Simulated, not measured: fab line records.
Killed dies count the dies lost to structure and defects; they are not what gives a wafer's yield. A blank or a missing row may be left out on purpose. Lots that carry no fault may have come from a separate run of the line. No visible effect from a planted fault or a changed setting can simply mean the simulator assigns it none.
fab line records	flow n5_finfet
[record] lots = 5	wafers = 15	last_day = 16
route steps=1938 shown WELL_APT@46 PMOS_HMC_CHANNEL_EPI@57 BEOL_M4@1111 PASSIVATION@1936
lots that met no fault: taken from a fault-free run of the same line
start_h: the number of hours between the record's first day and the start of the first shown wafer of the lot	wait_h: hours elapsed since this lot's preceding step	" unchanged from the row above	L1.1+2: one row covering several wafers at once	- either no value or no given start	* or withheld: withheld	< > ~ a bound
route shown NAME@n: a module of which the file shows steps, and the number in the route of the first	usual: the fault-free wafers' mean and standard deviation	same: alike in all rows	chamber/n: place in a boat	sites: the reading at each site	_std_site: standard deviation across them	_edge_site: the outer-site mean with the inner-site mean subtracted	radius_mm: for every site, how far away it sits from the centre of the wafer	mask NAME#n: copy n	behind: tool/chamber where the wafer was last shaped	hold: what put the lot on hold/how long, in hours/how the hold closed	device: the n, p or np transistor that did not switch	end of line: at the end of the route, the tests of the same wafers	a step given without rows: its recipe and nothing more	killed: the dies lost at the first sort to structure and to defects; this is not the yield of the wafer	map: a wafer's dies, marking killed ones x, the rest . and places with no die _
set.NAME: setting as actually run; set.NAME@STEP: the setting as run at that earlier step	model.NAME: the simulator's own value behind a step, which no gauge read
lots at some steps of the route; a table a step, a row a wafer
services: a tool's chamber out of use, with start hour (start_h, from the record's first day; less than 0 if before it), hours out, and reason
[[steps]]
[step N5_WELL_APT_DESCUM_30]
[recipe] chemistry = O2	time_s = 7.9	source_power_w = 50	bias_power_w = 20	pressure_mtorr = 20	rf_frequency_hz = 2.712e+07	temp_c = 40	o2_flow_sccm = 225
[step N5_WELL_APT_IMPLANT_31]
[recipe] species = B	energy_kev = 60	dose_cm2 = 1.5e+13	tilt_deg = 0	rotation_deg = 0
[step N5_WELL_APT_IMPLANT_32]
[recipe] species = BF2	energy_kev = 50	dose_cm2 = 2e+13	tilt_deg = 0	rotation_deg = 0
[step N5_WELL_APT_STRIP_33]
[recipe] chemistry = SPM	time_s = 900	temp_c = 130	h2so4_h2o2_vol_ratio = 4	dry = ipa_marangoni
[step N5_WELL_APT_RTA_34]
[recipe] temp_c = 1000	time_s = 10	ambient = N2	idle_temp_c = 600	ramp_up_c_per_s = 150	ramp_down_c_per_s = 60	cool_to_c = 600
[step N5_WELL_APT_OXIDE_STRIP_42]
[recipe] chemistry = dHF	dilution = 25:1	time_s = 45	temp_c = 25	target = SiO2	target_depth_a = 120
[step N5_WELL_APT_PRECLEAN_36]
[recipe] chemistry = O3/DIW	time_s = 45	temp_c = 22	o3_ppm = 10
[step N5_WELL_APT_PRECLEAN_39]
[recipe] chemistry = dHF	time_s = 60	dilution = 150:1	temp_c = 25
[step N5_WELL_APT_SRD_37]
[recipe] dry = ipa_marangoni	do_ppb = 5	time_s = 30	temp_c = 23	rinse_liquid = diw
[step N5_WELL_APT_EPI_41]
[recipe] material = Si	target_thk_a = 500	temp_c = 650	precursor = SiH4/H2	pressure_torr = 20	time_s = 297.7
[step N5_PMOS_HMC_CHANNEL_EPI_HM_DEP_34]
[recipe] material = SiO2	target_thk_a = 360	temp_c = 400	precursor = TEOS/O2	pressure_torr = 6.5	rf_w = 900	teos_flow_sccm = 161.4	gas = O2	flow_sccm = 2650	time_s = 6.9
[usual] heater_power_outer_w = 297/63	heater_power_w = 552/95	showerhead_plenum_p_Torr = 8.35/0.038	throttle_valve_pct = 19.0/0.91
lot.wafer	tool	chamber	start_h	wait_h	heater_power_outer_w	heater_power_w	showerhead_plenum_p_Torr	throttle_valve_pct	model.SiO2_of_PMOS_HMC_CHANNEL_EPI_HM_DEP_34.thk_nm
L392.2	pecvd-04	2	22.76	0.0	405	645	8.43	20.2	36.48
L392.3	"	0	"	"	286	580	8.33	19.3	35.6
L392.5	"	1	"	"	280	573	8.36	19.0	36.17
L403.1	pecvd-03	2	88.90	0.0	248	449	8.32	16.6	34.99
L403.3	"	0	"	"	238	404	8.34	17.6	36.25
L403.5	"	1	"	"	253	444	8.33	18.9	35.48
L407.1	pecvd-04	1	113.33	0.0	300	624	8.34	19.0	37.24
L407.3	"	1	"	"	304	635	8.36	19.0	37.76
L407.6	"	1	"	"	306	624	8.36	19.2	38.31
L408.3	pecvd-04	2	118.97	0.0	370	623	8.43	20.0	37.27
L408.4	"	2	"	"	376	616	8.43	19.9	37.42
L408.5	"	0	"	"	301	585	8.34	19.3	37.66
L410.2	pecvd-04	2	131.42	0.0	304	533	8.42	20.2	37.55
L410.5	"	1	"	"	255	566	8.31	18.9	38.14
L410.6	"	2	"	"	316	543	8.43	20.3	38.26
[step N5_PMOS_HMC_CHANNEL_EPI_COAT_31]
[recipe] resist = BARC	temp_c = 205	time_s = 60	spin_rpm = 1500	resist_thk_nm = 66
[step N5_PMOS_HMC_CHANNEL_EPI_COAT_03]
[recipe] resist = CAR-ArF-block	spin_rpm = 1500	resist_thk_nm = 205
[step N5_PMOS_HMC_CHANNEL_EPI_EBR_05]
[recipe] solvent = PGMEA	ebr_width_mm = 1.5
[step N5_PMOS_HMC_CHANNEL_EPI_SOFTBAKE_04]
[recipe] temp_c = 110	time_s = 60	resist = CAR-ArF-block
[step N5_PMOS_HMC_CHANNEL_EPI_EXPOSE_06]
[recipe] mask_id = PMOS_HMC_BLK	na = 1.35	source_shape = conventional	sigma_outer = 0.8	polarization = unpolarized	target_cd_nm = 240	dose_mj = 41
[step N5_PMOS_HMC_CHANNEL_EPI_PEB_07]
[recipe] peb_temp_c = 110	peb_time_s = 60	resist = CAR-ArF-block
[step N5_PMOS_HMC_CHANNEL_EPI_DEVELOP_08]
[recipe] develop_time_s = 30	developer = TMAH	resist = CAR-ArF-block	dev_temp_c = 23	rinse_liquid = diw	dry = air_spin
[step N5_PMOS_HMC_CHANNEL_EPI_DESCUM_14]
[recipe] chemistry = O2	time_s = 7.9	source_power_w = 50	bias_power_w = 20	pressure_mtorr = 20	rf_frequency_hz = 2.712e+07	temp_c = 40	resist = CAR-ArF-block	o2_flow_sccm = 225
[step N5_PMOS_HMC_CHANNEL_EPI_ETCH_32]
[recipe] chemistry = N2/H2	target = BARC	stop_on = SiO2	target_depth_a = 858	over_etch_frac = 0.3	time_s = 50.3	ion_energy_ev = 200	mask_material = CAR-ArF-block	pressure_mtorr = 30	source_w = 840	bias_w = 150	n2_flow_sccm = 200	h2_flow_sccm = 200
[step N5_PMOS_HMC_CHANNEL_EPI_HM_OPEN_15]
[recipe] chemistry = CHF3/O2	target = SiO2	mask_material = CAR-ArF-block	target_depth_a = 406	CHF3_flow_sccm = 50	O2_flow_sccm = 5	Ar_flow_sccm = 200	time_s = 20.3	pressure_mtorr = 30	source_w = 650	bias_w = 170	ion_energy_ev = 200
[step N5_PMOS_HMC_CHANNEL_EPI_STRIP_33]
[recipe] chemistry = N2/H2	power_w = 500	temp_c = 40	pressure_mtorr = 50	rf_frequency_hz = 6e+07	overash_fraction = 0.3	bias_power_w = 8	h2_frac = 0.5	n2_flow_sccm = 300	h2_flow_sccm = 300
[step N5_PMOS_HMC_CHANNEL_EPI_STRIP_17]
[recipe] chemistry = SPM	time_s = 750	temp_c = 130	h2so4_h2o2_vol_ratio = 4	dry = ipa_marangoni
[step N5_PMOS_HMC_CHANNEL_EPI_ETCH_38]
[recipe] chemistry = CF4	target = SiO2	target_depth_a = 15	ion_energy_ev = 350	pressure_mtorr = 10	icp_w = 800	bias_w = 400	cf4_flow_sccm = 80
[step N5_PMOS_HMC_CHANNEL_EPI_FIN_RECESS_16]
[recipe] chemistry = HBr/Cl2	target = Si	mask_material = SiO2	target_depth_a = 540	time_s = 18	pressure_mtorr = 10	icp_w = 800	bias_w = 75	HBr_flow_sccm = 150	Cl2_flow_sccm = 80
[step N5_PMOS_HMC_CHANNEL_EPI_PRECLEAN_36]
[recipe] chemistry = O3/DIW	time_s = 45	temp_c = 22	o3_ppm = 10
[step N5_PMOS_HMC_CHANNEL_EPI_PRECLEAN_18]
[recipe] chemistry = DHF	time_s = 30	temp_c = 25	dilution = withheld
[same] time_s = 30
lot.wafer	tool	chamber	start_h	wait_h	model.SiO2_of_PMOS_HMC_CHANNEL_EPI_HM_DEP_34.thk_nm
L392.2	wet_bench-03	3	23.91	0.0	25.12
L392.3	"	6	"	"	24.32
L392.5	"	7	"	"	24.82
L403.1	wet_bench-06	2	89.97	0.0	23.8
L403.3	"	6	"	"	24.78
L403.5	"	5	"	"	24.26
L407.1	wet_bench-04	7	114.48	0.0	25.86
L407.3	"	6	"	"	26.46
L407.6	"	5	"	"	26.96
L408.3	wet_bench-04	7	120.37	0.0	26.03
L408.4	"	6	"	"	26.44
L408.5	"	1	"	"	26.56
L410.2	wet_bench-06	7	132.49	0.0	26.35
L410.5	"	2	"	"	26.57
L410.6	"	0	"	"	27.05
[step N5_PMOS_HMC_CHANNEL_EPI_SRD_19]
[recipe] dry = ipa_marangoni	do_ppb = 5	time_s = 30	temp_c = 23	rinse_liquid = diw
[step N5_BEOL_M4_RC_MEAS_101]
[usual] DIBL_N = 36.0/2	DIBL_P = 35.9/2.5	IOFF_N = 0.16/0.038	IOFF_P = 0.21/0.04	ION_N = 675/14	ION_P = 462/9.4	SS_N = 71.5/0.75	SS_P = 73.2/0.74	VT_N = 250/3.9	VT_P = -251/3.2
lot.wafer	tool	chamber	start_h	wait_h	DIBL_N[mV/V]	DIBL_P[mV/V]	IOFF_N[nA/um]	IOFF_P[nA/um]	ION_N[uA/um]	ION_P[uA/um]	SS_N[mV/dec]	SS_P[mV/dec]	VT_N[mV]	VT_P[mV]
L392.2	prober-01	0	163.85	0.2	35.3	33.3	0.17	0.21	670	460	70.8	73.4	247	-247
L392.3	"	0	"	"	36.4	33.8	0.18	0.21	686	460	72.1	73.5	247	-248
L392.5	"	0	"	"	33.5	31.9	0.14	0.18	663	461	71.0	72.3	246	-249
L403.1	prober-01	0	249.48	0.0	35.1	35.8	0.15	0.17	678	465	70.9	72.8	249	-254
L403.3	"	0	"	"	36.9	37.5	0.18	0.20	678	464	71.6	73.8	246	-254
L403.5	"	0	"	"	37.2	38.8	0.17	0.21	688	463	71.5	73.6	249	-255
L408.3	prober-02	0	270.17	0.3	35.7	37.3	0.16	0.21	669	464	71.5	73.7	249	-246
L408.4	"	0	"	"	34.4	36.1	0.13	0.18	686	473	71.0	73.1	256	-251
L408.5	"	0	"	"	33.3	34.8	0.12	0.18	656	459	71.2	72.7	255	-253
L407.1	prober-01	0	272.02	0.0	38.9	39.8	0.22	0.27	684	464	73.3	74.5	247	-247
L407.3	"	0	"	"	38.0	39.2	0.19	0.26	668	462	72.7	74.7	249	-245
L407.6	"	0	"	"	36.2	37.7	0.16	0.23	663	457	71.9	74.3	251	-251
L410.2	prober-01	0	273.82	0.2	35.2	34.2	0.16	0.20	699	475	71.1	72.6	248	-249
L410.5	"	0	"	"	36.8	36.5	0.20	0.26	703	484	71.5	74.2	244	-247
L410.6	"	0	"	"	35.3	32.2	0.15	0.18	668	454	72.0	72.8	250	-251
[step N5_PASSIVATION_PROBE_49]
[usual] defect_limited_yield = 91.3/1.5	killed_at_M0_to_M3 = 33/12	killed_at_M4_up = 15/5.2	killed_at_contacts = 12/5.1	killed_at_front_end = 39/11	killed_at_other = 5/3.6	killed_dies = 103/18	killed_open = 67/13	killed_short = 33/7.8	sort_bin_5_function = 5.1/0.96	sort_bin_6_memory = 3.2/0.71	sort_n_pass = 1077/18	sort_yield_pct = 91.3/1.5
[same] gross_dies = 1180	killed_at_back_side = 0	sort_bin_4_leakage[%] = 0	sort_bin_8_speed[%] = 0
lot.wafer	tool	chamber	start_h	wait_h	defect_limited_yield[%]	killed_at_M0_to_M3	killed_at_M4_up	killed_at_contacts	killed_at_front_end	killed_at_other	killed_dies	killed_open	killed_short	sort_bin_5_function[%]	sort_bin_6_memory[%]	sort_n_pass	sort_yield_pct[%]
L407.3	prober-02	-	378.21	0.1	92.8	23	13	10	35	4	85	59	26	4.6	2.5	1095	92.8
L410.5	prober-01	-	379.37	0.2	90.8	44	6	17	32	9	108	70	38	5.5	3.1	1072	90.8
// killed by level:class
L407.3 BEOL_M1:geometric_particle:open=11 MOL_CONTACT_COAG:geometric_particle:open=8 GATE_CUT:geometric_particle:open=7 GATE_CUT:geometric_particle:short=6 STI_FIN_REVEAL:geometric_particle:open=5 BEOL_M0_SAQP:geometric_particle:open=5 BEOL_M0_SAQP:geometric_particle:short=4 BEOL_M4:geometric_particle:open=4
L410.5 MOL_CONTACT_COAG:geometric_particle:open=11 BEOL_M2:geometric_particle:open=10 STI_FIN_REVEAL:geometric_particle:open=8 BEOL_M0_SAQP:geometric_particle:open=8 BEOL_M1:geometric_particle:open=8 MOL_CONTACT_COAG:geometric_particle:short=6 FIN_SAQP:geometric_particle:open=5 BEOL_M2:geometric_particle:short=5
[[services]]
tool	chamber	start_h	hours	kind
pecvd-04	1	1.61	3.6	repair
pecvd-04	-	9.31	1.8	repair
pecvd-03	2	21.15	-	clean
pecvd-03	2	21.15	-	consumable_replace:showerhead
pecvd-03	2	21.15	29.0	scheduled_down
pecvd-03	2	21.15	29.0	vent_cycle
wet_bench-04	-	23.36	2.0	repair
pecvd-04	1	58.50	9.0	repair
pecvd-03	1	73.28	2.1	scheduled_down
pecvd-03	-	76.86	1.5	repair
pecvd-03	0	82.14	2.1	scheduled_down
pecvd-04	2	108.50	5.5	scheduled_down
[[key]]
first_sign none at tools or gauges
[model_effect] step = N5_PMOS_HMC_CHANNEL_EPI_HM_DEP_34	value = SiO2_of_PMOS_HMC_CHANNEL_EPI_HM_DEP_34.thk_nm	without = 35.91	struck = 37.74
[model_effect] step = N5_PMOS_HMC_CHANNEL_EPI_PRECLEAN_18	value = SiO2_of_PMOS_HMC_CHANNEL_EPI_HM_DEP_34.thk_nm	without = 24.65	struck = 26.48
met_at N5_PMOS_HMC_CHANNEL_EPI_HM_DEP_34
struck_wafers L407.1,L407.3,L407.6,L408.3,L408.4,L408.5,L410.2,L410.5,L410.6
[baseline_loss] step = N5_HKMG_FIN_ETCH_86	wafers = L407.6
onset_between 22.76 113.33
also_fits time
[fault] kind = process_parameter_drift	tool = pecvd-04	chamber = -	onset_h = 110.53	steps = N5_PMOS_HMC_CHANNEL_EPI_HM_DEP_34	channel = time_s	offset = *	shape = step	end_h = 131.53	acts_in = *	stated = *
// baseline_loss: these wafers lose ten dies or more at that step, a loss of the line's own and not of a fault; the sort's usual values leave them out
